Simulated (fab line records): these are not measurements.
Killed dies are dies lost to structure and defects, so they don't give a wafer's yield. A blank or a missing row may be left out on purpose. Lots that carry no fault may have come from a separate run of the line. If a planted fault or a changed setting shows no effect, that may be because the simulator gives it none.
Which tool was responsible? :: flow n5-finfet :: 10 lots with 28 wafers sampled at 5 steps, on a route of 1938 steps

## WHAT THE GAUGES READ, wafer by wafer
N5_HKMG_FIN_INSPECT_14: inspects for defects (macro). Usual: 2.0 for raw-defect-count, sd 1.4.
lot: L389
measured: day 5 03:47
on: defect-inspect-02
raw-defect-count: 3 2
flag: 

lot: L390
measured: day 5 14:27
on: defect-inspect-02
raw-defect-count: 1 2 1
flag: 

lot: L391
measured: day 5 14:40
on: defect-inspect-02
raw-defect-count: 2 3
flag: 

lot: L393
measured: day 6 03:56
on: defect-inspect-01
raw-defect-count: 1 3 1
flag: 

lot: L394
measured: day 6 10:15
on: defect-inspect-01
raw-defect-count: 0 1 0
flag: 

lot: L395
measured: day 6 20:05
on: defect-inspect-02
raw-defect-count: 4 0 2
flag: 

lot: L403
measured: day 8 19:27
on: defect-inspect-01
raw-defect-count: 2 4 4
flag: 

lot: L404
measured: day 8 22:12
on: defect-inspect-01
raw-defect-count: 3 5 2
flag: 

lot: L405
measured: day 9 06:26
on: defect-inspect-02
raw-defect-count: 1 2 1
flag: 

lot: L408
measured: day 9 22:01
on: defect-inspect-01
raw-defect-count: 2 1 1
flag: 

N5_BEOL_M4_RC_MEAS_101. Usual: DIBL_N 36.4 mV/V, standard deviation 1.9; DIBL_P 35.8 mV/V, standard deviation 2.1; IOFF_N 0.158 nA/um, standard deviation 0.029; IOFF_P 0.21 nA/um, standard deviation 0.035; ION_N 676 uA/um, standard deviation 14; ION_P 465 uA/um, standard deviation 9.7; SS_N 71.5 mV/dec, standard deviation 0.66; SS_P 73.4 mV/dec, standard deviation 0.7; VT_N 249.8 mV, standard deviation 3; VT_P -250 mV, standard deviation 3.3.
lot: L389
measured: day 9 19:14
on: prober-02
DIBL_N (mV/V): 38.7 37.0
DIBL_P (mV/V): 39.5 37.7
IOFF_N (nA/um): 0.200 0.170
IOFF_P (nA/um): 0.23 0.21
ION_N (uA/um): 693 694
ION_P (uA/um): 465 473
SS_N (mV/dec): 72.1 71.2
SS_P (mV/dec): 74.2 73.7
VT_N (mV): 246.4 248.1
VT_P (mV): -250 -253
flag: 

lot: L390
measured: day 10 10:10
on: prober-01
DIBL_N (mV/V): 34.3 37.0 34.0
DIBL_P (mV/V): 32.2 34.8 31.5
IOFF_N (nA/um): 0.113 0.145 0.107
IOFF_P (nA/um): 0.18 0.22 0.18
ION_N (uA/um): 676 664 661
ION_P (uA/um): 473 462 461
SS_N (mV/dec): 70.4 71.4 70.4
SS_P (mV/dec): 72.4 73.2 72.1
VT_N (mV): 255.0 250.7 254.0
VT_P (mV): -251 -247 -250
flag: 

lot: L391
measured: day 10 17:08
on: prober-02
DIBL_N (mV/V): 37.6 38.4
DIBL_P (mV/V): 35.5 36.2
IOFF_N (nA/um): 0.155 0.171
IOFF_P (nA/um): 0.22 0.22
ION_N (uA/um): 688 690
ION_P (uA/um): 474 471
SS_N (mV/dec): 70.3 71.1
SS_P (mV/dec): 73.1 73.4
VT_N (mV): 249.2 250.3
VT_P (mV): -248 -246
flag: 

lot: L403
measured: day 13 18:32
on: prober-02
DIBL_N (mV/V): 35.8 35.2 34.1
DIBL_P (mV/V): 34.8 34.1 31.6
IOFF_N (nA/um): 0.155 0.142 0.117
IOFF_P (nA/um): 0.21 0.19 0.16
ION_N (uA/um): 671 666 656
ION_P (uA/um): 469 459 448
SS_N (mV/dec): 71.1 71.3 71.0
SS_P (mV/dec): 73.4 73.4 72.0
VT_N (mV): 250.0 251.1 250.5
VT_P (mV): -249 -248 -251
flag: 

lot: L404
measured: day 14 12:35
on: prober-02
DIBL_N (mV/V): 37.4 34.5 38.1
DIBL_P (mV/V): 37.4 32.9 38.2
IOFF_N (nA/um): 0.166 0.117 0.185
IOFF_P (nA/um): 0.20 0.15 0.22
ION_N (uA/um): 686 664 688
ION_P (uA/um): 465 452 465
SS_N (mV/dec): 72.2 71.0 71.3
SS_P (mV/dec): 73.7 72.8 73.6
VT_N (mV): 249.1 253.6 248.7
VT_P (mV): -254 -256 -253
flag: 

lot: L405
measured: day 14 17:25
on: prober-02
DIBL_N (mV/V): 38.4 35.8 39.0
DIBL_P (mV/V): 37.8 33.4 37.1
IOFF_N (nA/um): 0.196 0.134 0.208
IOFF_P (nA/um): 0.23 0.17 0.23
ION_N (uA/um): 676 666 665
ION_P (uA/um): 461 454 457
SS_N (mV/dec): 72.1 70.3 72.7
SS_P (mV/dec): 73.7 72.7 73.9
VT_N (mV): 247.2 250.9 247.2
VT_P (mV): -247 -251 -250
flag: 

lot: L408
measured: day 15 10:07
on: prober-01
DIBL_N (mV/V): 33.6 31.6 30.2
DIBL_P (mV/V): 33.7 31.8 30.0
IOFF_N (nA/um): 0.126 0.110 0.091
IOFF_P (nA/um): 0.18 0.16 0.14
ION_N (uA/um): 668 667 652
ION_P (uA/um): 463 462 455
SS_N (mV/dec): 72.0 70.6 70.8
SS_P (mV/dec): 72.9 72.2 71.9
VT_N (mV): 252.8 253.3 257.4
VT_P (mV): -250 -254 -254
flag: 

## WHICH TOOL RAN EACH LOT (tool, then ch and the chambers of the sampled wafers, then the start)
lot: L389
N5_HKMG_FIN_STRIP_88: plasma-asher-02 ch 0,1, day 5 05:24
N5_HKMG_FIN_STRIP_90: rie-diel-04 ch 1,2, day 5 06:17
N5_HKMG_FIN_ETCHBACK_68: rie-metal-01 ch 0, day 5 06:26

lot: L390
N5_HKMG_FIN_STRIP_88: plasma-asher-01 ch 0,1, day 5 16:16
N5_HKMG_FIN_STRIP_90: rie-diel-03 ch 0,3, day 5 17:10
N5_HKMG_FIN_ETCHBACK_68: rie-metal-02 ch 0,1, day 5 17:20

lot: L391
N5_HKMG_FIN_STRIP_88: plasma-asher-02 ch 0,1, day 5 16:46
N5_HKMG_FIN_STRIP_90: rie-diel-04 ch 1,3, day 5 17:41
N5_HKMG_FIN_ETCHBACK_68: rie-metal-01 ch 0,1, day 5 17:50

lot: L393
N5_HKMG_FIN_STRIP_88: plasma-asher-01 ch 0,1, day 6 05:32
N5_HKMG_FIN_STRIP_90: rie-diel-04 ch 2,3, day 6 06:25
N5_HKMG_FIN_ETCHBACK_68: rie-metal-02 ch 0,1, day 6 06:35

lot: L394
N5_HKMG_FIN_STRIP_88: plasma-asher-02 ch 1, day 6 12:00
N5_HKMG_FIN_STRIP_90: rie-diel-03 ch 1,2,3, day 6 12:53
N5_HKMG_FIN_ETCHBACK_68: rie-metal-01 ch 0,1, day 6 13:03

lot: L395
N5_HKMG_FIN_STRIP_88: plasma-asher-01 ch 0,1, day 6 21:41
N5_HKMG_FIN_STRIP_90: rie-diel-05 ch 0,2,3, day 6 22:37
N5_HKMG_FIN_ETCHBACK_68: rie-metal-01 ch 0,1, day 6 22:47

lot: L403
N5_HKMG_FIN_STRIP_88: plasma-asher-01 ch 0,1, day 8 21:28
N5_HKMG_FIN_STRIP_90: rie-diel-05 ch 0,1,3, day 8 22:21
N5_HKMG_FIN_ETCHBACK_68: rie-metal-01 ch 0,1, day 8 22:31

lot: L404
N5_HKMG_FIN_STRIP_88: plasma-asher-01 ch 0,1, day 9 00:02
N5_HKMG_FIN_STRIP_90: rie-diel-03 ch 0,2, day 9 01:02
N5_HKMG_FIN_ETCHBACK_68: rie-metal-02 ch 0,1, day 9 01:12

lot: L405
N5_HKMG_FIN_STRIP_88: plasma-asher-01 ch 0,1, day 9 08:06
N5_HKMG_FIN_STRIP_90: rie-diel-05 ch 2,3, day 9 08:59
N5_HKMG_FIN_ETCHBACK_68: rie-metal-01 ch 1, day 9 09:11

lot: L408
N5_HKMG_FIN_STRIP_88: plasma-asher-01 ch 0,1, day 9 23:44
N5_HKMG_FIN_STRIP_90: rie-diel-03 ch 1,2,3, day 10 00:37
N5_HKMG_FIN_ETCHBACK_68: rie-metal-02 ch 0,1, day 10 00:47
- N5_HKMG_FIN_STRIP_88: strips in N2/H2, time 360 s.
- N5_HKMG_FIN_STRIP_90: strips SOC in N2/H2, time 20 s.
- N5_HKMG_FIN_ETCHBACK_68: etches the open film in Cl2/Ar, stops on HfO2, target depth 0.5 nm.

## WHAT THE TOOLS THEMSELVES READ (means of the sampled wafers that have a number; where no wafer has one, the mark that the record gives instead)
N5_HKMG_FIN_STRIP_88. Usual: drypump-motor-current-A 6.0 A, standard deviation 0.44; h2-flow-sccm 3251 sccm, standard deviation 9.4; heater-power-w 458 W, standard deviation 57.
lot: L389
tool: plasma-asher-02
drypump-motor-current-A (A): 5.8
h2-flow-sccm (sccm): 3245
heater-power-w (W): 436
flag: 

lot: L390
tool: plasma-asher-01
drypump-motor-current-A (A): 5.9
h2-flow-sccm (sccm): 3246
heater-power-w (W): 490
flag: 

lot: L391
tool: plasma-asher-02
drypump-motor-current-A (A): 5.8
h2-flow-sccm (sccm): 3250
heater-power-w (W): 435
flag: 

lot: L393
tool: plasma-asher-01
drypump-motor-current-A (A): -
h2-flow-sccm (sccm): -
heater-power-w (W): -
flag: OFF

lot: L394
tool: plasma-asher-02
drypump-motor-current-A (A): -
h2-flow-sccm (sccm): -
heater-power-w (W): -
flag: OFF

lot: L395
tool: plasma-asher-01
drypump-motor-current-A (A): -
h2-flow-sccm (sccm): -
heater-power-w (W): -
flag: OFF

lot: L403
tool: plasma-asher-01
drypump-motor-current-A (A): 6.3
h2-flow-sccm (sccm): 3254
heater-power-w (W): 449
flag: 

lot: L404
tool: plasma-asher-01
drypump-motor-current-A (A): 5.9
h2-flow-sccm (sccm): 3236
heater-power-w (W): 492
flag: 

lot: L405
tool: plasma-asher-01
drypump-motor-current-A (A): 5.9
h2-flow-sccm (sccm): 3253
heater-power-w (W): 492
flag: 

lot: L408
tool: plasma-asher-01
drypump-motor-current-A (A): 6.3
h2-flow-sccm (sccm): 3246
heater-power-w (W): 452
flag: 

N5_HKMG_FIN_STRIP_90. Usual: bias-power-w 7.999 W, standard deviation 0.023; chamber-pressure-mTorr 49.99 mTorr, standard deviation 0.043; drypump-motor-current-A 5.6 A, standard deviation 0.61; h2-flow-sccm 300.1 sccm, standard deviation 1; oes-product-au 0.81 a.u., standard deviation 0.085; rf-vpp-V 54.3 V, standard deviation 0.85; showerhead-plenum-p-Torr 3.36 Torr, standard deviation 0.12; throttle-valve-pct 19.1 %, standard deviation 0.42.
lot: L389
tool: rie-diel-04
bias-power-w (W): 8.006
chamber-pressure-mTorr (mTorr): 50.02
drypump-motor-current-A (A): 5.6
h2-flow-sccm (sccm): 300.4
oes-product-au (a.u.): 0.70
rf-vpp-V (V): 53.9
showerhead-plenum-p-Torr (Torr): 3.31
throttle-valve-pct (%): 18.6
flag: 

lot: L390
tool: rie-diel-03
bias-power-w (W): 7.979
chamber-pressure-mTorr (mTorr): 49.98
drypump-motor-current-A (A): 5.3
h2-flow-sccm (sccm): 300.1
oes-product-au (a.u.): 0.84
rf-vpp-V (V): 53.9
showerhead-plenum-p-Torr (Torr): 3.25
throttle-valve-pct (%): 18.9
flag: 

lot: L391
tool: rie-diel-04
bias-power-w (W): 7.985
chamber-pressure-mTorr (mTorr): 50.02
drypump-motor-current-A (A): 6.2
h2-flow-sccm (sccm): 300.6
oes-product-au (a.u.): 0.74
rf-vpp-V (V): 54.8
showerhead-plenum-p-Torr (Torr): 3.48
throttle-valve-pct (%): 18.9
flag: 

lot: L393
tool: rie-diel-04
bias-power-w (W): 7.995
chamber-pressure-mTorr (mTorr): 49.96
drypump-motor-current-A (A): 5.3
h2-flow-sccm (sccm): 300.7
oes-product-au (a.u.): 0.72
rf-vpp-V (V): 54.8
showerhead-plenum-p-Torr (Torr): 3.28
throttle-valve-pct (%): 18.9
flag: 

lot: L394
tool: rie-diel-03
bias-power-w (W): 7.985
chamber-pressure-mTorr (mTorr): 50.00
drypump-motor-current-A (A): 5.0
h2-flow-sccm (sccm): 300.2
oes-product-au (a.u.): 0.88
rf-vpp-V (V): 53.7
showerhead-plenum-p-Torr (Torr): 3.29
throttle-valve-pct (%): 19.3
flag: 

lot: L395
tool: rie-diel-05
bias-power-w (W): 8.008
chamber-pressure-mTorr (mTorr): 50.03
drypump-motor-current-A (A): 5.8
h2-flow-sccm (sccm): 300.7
oes-product-au (a.u.): 0.89
rf-vpp-V (V): 54.5
showerhead-plenum-p-Torr (Torr): 3.38
throttle-valve-pct (%): 18.9
flag: 

lot: L403
tool: rie-diel-05
bias-power-w (W): 7.996
chamber-pressure-mTorr (mTorr): 50.01
drypump-motor-current-A (A): 5.5
h2-flow-sccm (sccm): 299.7
oes-product-au (a.u.): 0.82
rf-vpp-V (V): 54.7
showerhead-plenum-p-Torr (Torr): 3.39
throttle-valve-pct (%): 19.1
flag: 

lot: L404
tool: rie-diel-03
bias-power-w (W): 7.994
chamber-pressure-mTorr (mTorr): 50.00
drypump-motor-current-A (A): 5.5
h2-flow-sccm (sccm): 300.9
oes-product-au (a.u.): 0.92
rf-vpp-V (V): 55.0
showerhead-plenum-p-Torr (Torr): 3.48
throttle-valve-pct (%): 19.1
flag: 

lot: L405
tool: rie-diel-05
bias-power-w (W): 7.993
chamber-pressure-mTorr (mTorr): 49.99
drypump-motor-current-A (A): 6.3
h2-flow-sccm (sccm): 301.3
oes-product-au (a.u.): 0.84
rf-vpp-V (V): 54.2
showerhead-plenum-p-Torr (Torr): 3.36
throttle-valve-pct (%): 18.7
flag: 

lot: L408
tool: rie-diel-03
bias-power-w (W): 8.006
chamber-pressure-mTorr (mTorr): 49.99
drypump-motor-current-A (A): 5.0
h2-flow-sccm (sccm): 299.2
oes-product-au (a.u.): 0.83
rf-vpp-V (V): 53.9
showerhead-plenum-p-Torr (Torr): 3.28
throttle-valve-pct (%): 19.3
flag: 

N5_HKMG_FIN_ETCHBACK_68. Usual: chamber-pressure-mTorr 9.999 mTorr, standard deviation 0.011; drypump-motor-current-A 5.8 A, standard deviation 0.52; mfc-ar-sccm 59.99 sccm, standard deviation 0.18; oes-product-au 0.76 a.u., standard deviation 0.12; throttle-valve-pct 20.83 %, standard deviation 0.29.
lot: L389
tool: rie-metal-01
chamber-pressure-mTorr (mTorr): 10.039
drypump-motor-current-A (A): 6.5
mfc-ar-sccm (sccm): 60.16
oes-product-au (a.u.): 0.59
throttle-valve-pct (%): 21.09
flag: OFF

lot: L390
tool: rie-metal-02
chamber-pressure-mTorr (mTorr): 9.998
drypump-motor-current-A (A): 5.6
mfc-ar-sccm (sccm): 60.03
oes-product-au (a.u.): 0.90
throttle-valve-pct (%): 20.50
flag: 

lot: L391
tool: rie-metal-01
chamber-pressure-mTorr (mTorr): 9.995
drypump-motor-current-A (A): 6.3
mfc-ar-sccm (sccm): 60.09
oes-product-au (a.u.): 0.66
throttle-valve-pct (%): 21.06
flag: 

lot: L393
tool: rie-metal-02
chamber-pressure-mTorr (mTorr): 9.995
drypump-motor-current-A (A): 5.6
mfc-ar-sccm (sccm): 60.01
oes-product-au (a.u.): 0.89
throttle-valve-pct (%): 20.50
flag: 

lot: L394
tool: rie-metal-01
chamber-pressure-mTorr (mTorr): 9.998
drypump-motor-current-A (A): 6.2
mfc-ar-sccm (sccm): 59.99
oes-product-au (a.u.): 0.68
throttle-valve-pct (%): 21.04
flag: 

lot: L395
tool: rie-metal-01
chamber-pressure-mTorr (mTorr): 10.002
drypump-motor-current-A (A): 6.2
mfc-ar-sccm (sccm): 59.83
oes-product-au (a.u.): 0.67
throttle-valve-pct (%): 21.06
flag: 

lot: L403
tool: rie-metal-01
chamber-pressure-mTorr (mTorr): 10.000
drypump-motor-current-A (A): 6.3
mfc-ar-sccm (sccm): 59.88
oes-product-au (a.u.): 0.62
throttle-valve-pct (%): 21.09
flag: 

lot: L404
tool: rie-metal-02
chamber-pressure-mTorr (mTorr): 10.006
drypump-motor-current-A (A): 5.2
mfc-ar-sccm (sccm): 59.96
oes-product-au (a.u.): 0.87
throttle-valve-pct (%): 20.59
flag: 

lot: L405
tool: rie-metal-01
chamber-pressure-mTorr (mTorr): 9.993
drypump-motor-current-A (A): 6.0
mfc-ar-sccm (sccm): 59.99
oes-product-au (a.u.): 0.70
throttle-valve-pct (%): 21.03
flag: 

lot: L408
tool: rie-metal-02
chamber-pressure-mTorr (mTorr): 9.992
drypump-motor-current-A (A): 5.6
mfc-ar-sccm (sccm): 59.83
oes-product-au (a.u.): 0.85
throttle-valve-pct (%): 20.52
flag: 

## THE ANSWER, worked out from the rows above alone
Rule: a lot counts as off when the mean over its wafers that have a number is more than 3 standard deviations away from the usual mean. Also off: a lot with no number at a reading for which 4 or more lots have one. The other lots that the step has rows for count as sound. After the gauges, taken in route order, come the tools' own readings; for these a lot's mean is taken, as printed above. At the first step where some lot is off, the reading lying furthest off is the one used; lots without a number count as furthest.
Off at N5_HKMG_FIN_STRIP_88 (drypump-motor-current-A): L393, L394, L395. Without a number there: L393, L394, L395.
A tool fits if, at that step or a process step before it, it ran every lot that is off, and no sound lot after the first of them. No candidate that was tried fits.

## WHAT THE SIMULATOR PUT IN
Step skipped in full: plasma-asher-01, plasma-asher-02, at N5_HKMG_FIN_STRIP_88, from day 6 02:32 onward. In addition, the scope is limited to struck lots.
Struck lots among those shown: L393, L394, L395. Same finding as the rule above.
